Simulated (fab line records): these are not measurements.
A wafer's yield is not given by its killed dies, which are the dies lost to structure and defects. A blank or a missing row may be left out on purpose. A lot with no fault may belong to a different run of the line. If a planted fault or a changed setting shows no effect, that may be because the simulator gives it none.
fab line records	flow nandHarc
[record] lots = 13	wafers = 38	lastDay = 34
route steps=1302 shown A_DECK1_JOINT@527 A_ONON_D2@547 END@1302
lots untouched by any fault: they come from a run of this same line in which no faults occurred
startH: hours from the record's first day to the start of the lot's first wafer shown	waitH: time in hours since the lot's previous step	" the same as in the row above	L1.1+2: one row covering several wafers at once	- value missing, or start not given	* or withheld: withheld	< > ~ a bound
route shown NAME@n: names a module that has steps shown in the file, with the first one's number in the route	usual: average and standard deviation across the fault-free wafers	same: alike in all rows	chamber/n: place in a boat	sites: the reading at each site	_std_site: the standard deviation of these	_edge_site: inner sites' mean taken away from outer sites' mean	radiusMm: how far each site lies from the wafer's centre	mask NAME#n: copy n	behind: the last tool/chamber to shape the wafer	hold: why the lot was held/for how many hours/how that ended	device: the n, p or np transistor that did not switch	end of line: tests run on the same wafers once the route is complete	step lacking rows: just its recipe	killed: not the wafer's yield, but the dies lost to structure and defects at the first sort	map: shows each die of a wafer: x if killed, . if not, _ if none is there
set.NAME: the setting as run; set.NAME@STEP: as run at that earlier step	model.NAME: the simulator's own value behind a step, which no gauge read
route steps across a sampled set of lots; one table per step, one row per wafer
services: the hour from which a tool's chamber was out of use, counted from the record's first day as startH (under 0 if before that day), plus the number of hours and why
[[steps]]
[step NHARC_A_DECK1_JOINT_CMP_13]
[recipe] targetThkNm = 51.023
[usual] motorCurrentA = 11.6/1.1	timeToEndpointS = 9.1/1.7
lot.wafer	tool	chamber	startH	waitH	motorCurrentA	timeToEndpointS
L891.1	cmp-01	0	260.83	0.4	14.9	6.4
L891.2	"	2	"	"	13.5	8.4
L891.4	"	3	"	"	12.9	8.1
L893.2	cmp-03	0	269.43	0.5	11.9	7.6
L893.1	"	1	"	"	11.9	9.1
L893.5	"	1	"	"	12.2	7.6
L894.3	cmp-03	3	282.30	0.4	11.5	5.1
L894.1	"	0	"	"	12.0	8.4
L894.5	"	1	"	"	12.3	6.8
L895.3	cmp-04	0	291.78	0.4	12.2	9.9
L895.1	"	2	"	"	10.9	8.9
L895.5	"	0	"	"	11.8	7.7
L897.1	cmp-03	3	312.00	0.4	12.5	7.9
L897.4	"	2	"	"	10.7	9.8
L897.6	"	3	"	"	11.9	6.7
L900.4	cmp-03	2	343.01	0.4	9.9	11.1
L900.6	"	1	"	"	11.6	12.6
L901.3	cmp-04	0	357.50	0.4	12.1	9.8
L901.4	"	3	"	"	10.9	11.1
L901.6	"	1	"	"	10.8	11.5
L906.3	cmp-04	1	414.39	0.4	10.8	12.0
L906.1	"	3	"	"	10.0	10.7
L906.6	"	0	"	"	11.7	9.2
L908.3	cmp-04	1	435.88	0.4	11.2	9.2
L908.4	"	3	"	"	10.3	10.4
L908.6	"	2	"	"	11.1	11.2
L909.1	cmp-03	0	435.91	0.4	11.6	10.7
L909.3	"	1	"	"	11.8	10.3
L909.5	"	3	"	"	12.0	10.2
L911.1	cmp-01	0	453.40	0.4	14.0	8.1
L911.2	"	1	"	"	11.1	7.2
L911.3	"	2	"	"	13.2	8.9
L910.2	cmp-03	1	466.73	0.4	11.6	7.5
L910.5	"	1	"	"	12.1	7.9
L910.6	"	2	"	"	10.4	9.9
L912.2	cmp-03	1	480.27	0.4	11.8	7.1
L912.5	"	1	"	"	11.1	7.6
L912.6	"	2	"	"	10.5	9.0
[step NHARC_A_DECK1_JOINT_ETCHBACK_00]
[recipe] targetDepthA = 300	timeS = 17.4	hbrFlowSccm = 150	rfW = 350	icpW = 350	biasW = 60	chemistry = HBr
[usual] chamberPressureMTorr = 14.998/0.014	drypumpMotorCurrentA = 5.9/0.44	heBacksideLeakSccm = 2.7/0.31	oesProductAu = 1.001/0.0073	throttleValvePct = 23.266/0.0087
lot.wafer	tool	chamber	startH	waitH	chamberPressureMTorr	drypumpMotorCurrentA	heBacksideLeakSccm	oesProductAu	rfHoursCounterH	throttleValvePct
L891.2	rieSi-05	0	261.22	0.1	14.999	5.5	3.1	1.003	0.7	23.268
L891.1	"	1	"	"	15.011	5.7	2.3	1.002	0.5	23.270
L891.4	"	2	"	"	14.992	5.3	2.7	0.997	0.7	23.263
L893.1	rieSi-02	0	269.82	0.1	15.003	6.4	2.8	1.011	1.2	23.267
L893.2	"	2	"	"	14.991	5.9	3.0	1.003	1.1	23.266
L893.5	"	0	"	"	15.001	6.4	2.9	1.003	-	23.260
L894.1	rieSi-05	1	282.65	0.1	15.012	5.7	2.5	0.990	0.6	23.268
L894.3	"	3	"	"	14.978	5.7	2.4	0.993	0.8	23.266
L894.5	"	0	"	"	15.020	5.5	2.7	1.002	-	23.265
L895.3	rieSi-05	1	292.13	0.1	15.009	5.7	2.5	1.001	0.7	23.277
L895.1	"	3	"	"	15.006	5.7	2.4	1.004	0.9	23.259
L895.5	"	1	"	"	14.991	5.7	2.7	0.996	-	23.261
L897.1	rieSi-01	3	312.41	0.1	14.997	4.8	3.1	1.010	0.8	23.247
L897.4	"	0	"	"	14.984	5.9	2.8	0.998	0.8	23.282
L897.6	"	2	"	"	15.024	6.4	2.6	1.009	-	23.263
L900.4	rieSi-02	0	343.40	0.1	15.008	6.4	2.7	0.998	0.3	23.273
L900.6	"	3	"	"	15.005	5.8	2.7	0.992	-	23.254
L901.3	rieSi-05	3	357.93	0.1	15.015	5.7	2.5	1.002	0.3	23.261
L901.6	"	1	"	"	14.998	5.7	2.4	0.986	-	23.265
L901.4	"	3	"	"	15.004	5.7	2.4	1.000	-	23.250
L906.1	rieSi-02	0	414.74	0.1	15.013	6.4	3.0	0.997	0.8	23.279
L906.3	"	2	"	"	15.007	5.9	2.9	1.000	0.8	23.263
L906.6	"	0	"	"	14.994	6.4	2.8	1.002	-	23.262
L908.3	rieSi-05	3	436.28	0.1	14.997	5.7	2.4	1.003	1.0	23.272
L908.4	"	0	"	"	15.003	5.5	2.6	1.004	1.0	23.262
L908.6	"	3	"	"	14.998	5.7	2.4	1.006	-	23.256
L909.3	rieSi-01	1	436.28	0.1	15.001	6.5	2.8	1.001	0.4	23.272
L909.1	"	2	"	"	14.979	6.4	2.5	0.997	0.3	23.286
L909.5	"	1	"	"	15.004	6.5	2.7	1.004	-	23.273
L911.2	rieSi-01	0	453.79	0.1	14.989	5.9	2.6	1.016	0.4	23.277
L911.1	"	2	"	"	15.010	6.4	2.5	0.996	0.4	23.270
L911.3	"	3	"	"	14.995	4.8	3.1	1.011	0.4	23.272
L910.2	rieSi-05	2	467.14	0.1	14.990	5.3	3.2	0.995	0.6	23.267
L910.5	"	0	"	"	14.991	5.5	2.7	1.006	-	23.268
L910.6	"	1	"	"	15.025	5.7	2.5	0.995	-	23.258
L912.2	rieSi-01	3	480.70	0.1	15.016	4.8	2.9	1.007	0.6	23.271
L912.5	"	0	"	"	14.987	5.9	2.7	0.997	-	23.261
L912.6	"	1	"	"	14.972	6.5	2.8	0.999	-	23.281
[step NHARC_A_ONON_D2_DEP_03]
[recipe] targetThkA = 10000	n2FlowSccm = 2750	n2oFlowSccm = 2000	nh3FlowSccm = 500	sih4FlowSccm = 210	tempC = 400
lot.wafer	tool	chamber	startH	waitH
L893.1+2+5	pecvdOnon-02	0	290.99	0.1
L891.1+2+4	pecvdOnon-01	0	293.75	0.1
L894.1+3+5	pecvdOnon-01	0	311.24	0.1
L895.1+3+5	pecvdOnon-02	0	318.51	0.1
L897.1+4+6	pecvdOnon-02	0	334.42	0.1
L900.4+6	pecvdOnon-04	0	372.77	0.2
L901.3+4+6	pecvdOnon-04	0	386.01	0.2
L906.1+3+6	pecvdOnon-02	0	436.81	0.1
L909.1+3+5	pecvdOnon-04	0	460.42	0.1
L908.3+4+6	pecvdOnon-02	0	460.49	0.2
L911.1+2+3	pecvdOnon-01	0	476.60	0.1
L910.2+5+6	pecvdOnon-01	0	499.82	0.1
L912.2+5+6	pecvdOnon-04	0	510.29	0.1
[step NHARC_A_ONON_D2_THK_MEAS_05]
[recipe] thkMeasGauge = ellipsometry
[usual] thkNm = 1001/6.4
lot.wafer	tool	chamber	startH	waitH	thkNm
L893.1	filmMetro-01	-	291.51	-	997
L893.2	"	-	"	"	998
L893.5	"	-	"	"	997
L891.1	filmMetro-01	-	294.26	-	1013
L891.2	"	-	"	"	1012
L891.4	"	-	"	"	1010
L894.1	filmMetro-02	-	311.75	-	1002
L894.3	"	-	"	"	1001
L894.5	"	-	"	"	999
L895.1	filmMetro-02	-	319.02	-	996
L895.3	"	-	"	"	995
L895.5	"	-	"	"	996
L897.1	filmMetro-01	-	334.93	-	1002
L897.4	"	-	"	"	1001
L897.6	"	-	"	"	1003
L900.4	filmMetro-02	-	373.10	-	1039
L900.6	"	-	"	"	1037
L901.3	filmMetro-01	-	386.40	-	997
L901.4	"	-	"	"	1037
L901.6	"	-	"	"	1036
L906.1	filmMetro-02	-	437.33	-	986
L906.3	"	-	"	"	987
L906.6	"	-	"	"	986
L908.3	filmMetro-01	-	460.88	-	998
L908.4	"	-	"	"	997
L908.6	"	-	"	"	995
L909.1	filmMetro-02	-	460.93	-	997
L909.3	"	-	"	"	997
L909.5	"	-	"	"	995
L911.1	filmMetro-02	-	477.10	-	1011
L911.2	"	-	"	"	1011
L911.3	"	-	"	"	1010
L910.2	filmMetro-01	-	500.27	-	993
L910.5	"	-	"	"	993
L910.6	"	-	"	"	994
L912.2	filmMetro-02	-	510.74	-	1004
L912.5	"	-	"	"	1004
L912.6	"	-	"	"	1002
[step NHARC_A_ONON_D2_THK_MEAS_24]
[recipe] thkMeasGauge = ellipsometry
[usual] thkNm = 1001/9.4
lot.wafer	tool	chamber	startH	waitH	thkNm
L891.1	filmMetro-01	-	302.29	-	1004
L891.2	"	-	"	"	1003
L891.4	"	-	"	"	1002
L893.1	filmMetro-02	-	302.30	-	1009
L893.2	"	-	"	"	1011
L893.5	"	-	"	"	1009
L894.1	filmMetro-01	-	325.69	-	980
L894.3	"	-	"	"	980
L894.5	"	-	"	"	981
L895.1	filmMetro-02	-	329.91	-	1007
L895.3	"	-	"	"	1008
L895.5	"	-	"	"	1007
L897.1	filmMetro-01	-	345.22	-	1006
L897.4	"	-	"	"	1007
L897.6	"	-	"	"	1008
L900.4	filmMetro-01	-	383.93	-	1003
L900.6	"	-	"	"	1005
L901.3	filmMetro-01	-	396.91	-	1009
L901.4	"	-	"	"	1009
L901.6	"	-	"	"	1009
L906.1	filmMetro-01	-	448.14	-	1007
L906.3	"	-	"	"	1006
L906.6	"	-	"	"	1007
L909.1	filmMetro-02	-	471.57	-	1001
L909.3	"	-	"	"	1002
L909.5	"	-	"	"	1001
L908.3	filmMetro-01	-	471.57	-	1009
L908.4	"	-	"	"	1007
L908.6	"	-	"	"	1006
L911.1	filmMetro-01	-	487.28	-	996
L911.2	"	-	"	"	993
L911.3	"	-	"	"	996
L910.2	filmMetro-02	-	511.16	-	1000
L910.5	"	-	"	"	1000
L910.6	"	-	"	"	999
L912.2	filmMetro-02	-	521.46	-	995
L912.5	"	-	"	"	997
L912.6	"	-	"	"	995
[step NHARC_END_SORT_01]
[recipe] tempC = 25
[usual] killedAtArray = 62/16	killedAtOther = 0.8/1.1	killedAtPeriphery = 4/3.2	killedDies = 67/16	killedOpen = 3.5/1.9	killedShort = 2.1/1.5
[same] grossDies = 677
lot.wafer	tool	chamber	startH	waitH	killedAtArray	killedAtOther	killedAtPeriphery	killedDies	killedOpen	killedShort
L900.4	prober-02	0	651.66	3.5	311	1	5	317	0	2
L900.6	prober-02	0	653.29	4.1	303	2	3	308	2	2
L901.3	prober-01	0	681.58	3.1	44	2	3	49	1	2
L901.4	prober-01	0	682.37	3.4	330	0	10	340	3	2
L901.6	prober-01	0	683.96	4.0	309	0	8	317	2	0
// killed by level:class
L900.4 A_ONON_D2:areaDep=260 A_SLIT:chamberFilmFlake=31 A_CHANNEL_HOLE_D2:chamberFilmFlake=8 P_STI:chamberFilmFlake=3 A_M0:chamberFilmFlake=3 A_CHANNEL_HOLE_D1:chamberFilmFlake=2 A_DECK1_JOINT:chamberFilmFlake=2 A_CHANNEL_FILL_D1:geometricParticle:short=1
L900.6 A_ONON_D2:areaDep=234 A_SLIT:chamberFilmFlake=29 A_CHANNEL_HOLE_D2:chamberFilmFlake=21 A_CHANNEL_HOLE_D1:chamberFilmFlake=8 A_CONTACT:chamberFilmFlake=5 P_STI:chamberFilmFlake=2 THIN_TSV:chamberFilmFlake=2 A_ONON_D1:geometricParticle:open=1
L901.3 A_CHANNEL_HOLE_D1:chamberFilmFlake=32 A_CONTACT:chamberFilmFlake=5 P_GATE:chamberFilmFlake=2 A_STAIRCASE:chamberFilmFlake=2 THIN_TSV:chamberFilmFlake=2 A_ONON_D1:geometricParticle:open=1 A_ONON_D1:geometricParticle:short=1 A_M1:geometricParticle:short=1
L901.4 A_ONON_D2:areaDep=277 A_CHANNEL_HOLE_D1:chamberFilmFlake=36 P_GATE:chamberFilmFlake=5 A_CONTACT:chamberFilmFlake=5 A_BONDPAD:chamberFilmFlake=4 P_STI:chamberFilmFlake=3 A_SGD_CUT:geometricParticle:open=1 A_WL_FILL:geometricParticle:short=1
L901.6 A_ONON_D2:areaDep=263 A_CHANNEL_HOLE_D1:chamberFilmFlake=31 P_STI:chamberFilmFlake=4 P_GATE:chamberFilmFlake=4 A_WL_FILL:chamberFilmFlake=4 A_BONDPAD:chamberFilmFlake=3 A_CONTACT:chamberFilmFlake=2 A_SLIT:chamberFilmFlake=2
[[services]]
tool	chamber	startH	hours	kind
rieSi-05	-	247.29	12.1	repair
cmp-04	-	255.36	4.2	repair
cmp-03	-	256.75	0.4	repair
cmp-03	-	260.11	4.0	pm
pecvdOnon-01	-	269.00	13.0	pm
cmp-04	-	269.87	4.0	pm
cmp-03	-	276.69	2.2	repair
cmp-03	-	289.16	4.5	repair
rieSi-05	-	305.00	9.0	pm
cmp-03	-	330.72	4.3	repair
cmp-04	-	348.54	4.3	repair
rieSi-05	2	356.71	76.3	repair
cmp-03	-	358.11	4.0	pm
cmp-03	-	363.02	2.1	repair
pecvdOnon-02	-	366.61	13.0	pm
cmp-04	-	367.87	4.0	pm
rieSi-01	-	370.00	9.0	pm
cmp-03	-	393.35	0.9	repair
rieSi-05	1	399.19	7.7	repair
cmp-04	-	405.23	0.9	repair
cmp-04	-	422.86	4.1	repair
cmp-03	-	456.11	4.0	pm
cmp-03	-	467.43	1.5	repair
rieSi-05	-	482.00	9.0	pm
[[key]]
[firstSign] step = NHARC_A_ONON_D2_THK_MEAS_05	reading = thkNm	direction = up	sigmas = 5.7	usual = 1001	struck = 1037
[effect] step = NHARC_END_SORT_01	reading = killedDies	direction = up	sigmas = 15	usual = 67	struck = 320
[moreKillsBornAt] NHARC_A_ONON_D2_DEP_03@pecvdOnon-04 = 1034
metAt NHARC_A_ONON_D2_DEP_03
struckLots L900,L901
struckWafers L900.4,L900.6,L901.4,L901.6
testerLeftOut L900,L901
notActingAt NHARC_A_DECK1_JOINT_CMP_13,NHARC_A_DECK1_JOINT_ETCHBACK_00,NHARC_A_ONON_D2_THK_MEAS_24
[fault] kind = processParameterDrift	tool = pecvdOnon-04	chamber = -	onsetH = 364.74	steps = NHARC_A_ONON_D2_DEP_03	channel = targetThkA	offset = *	shape = step	endH = 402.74	scope = struckWafersOnly	actsIn = *	stated = *
// testerLeftOut: of these lots the tester's yield and bins aren't shown, on N5 and GAA mostly nor the transistor test; their killed dies are dies lost to structure and defects alone, not to doping, threshold or leakage, so they don't give the yield
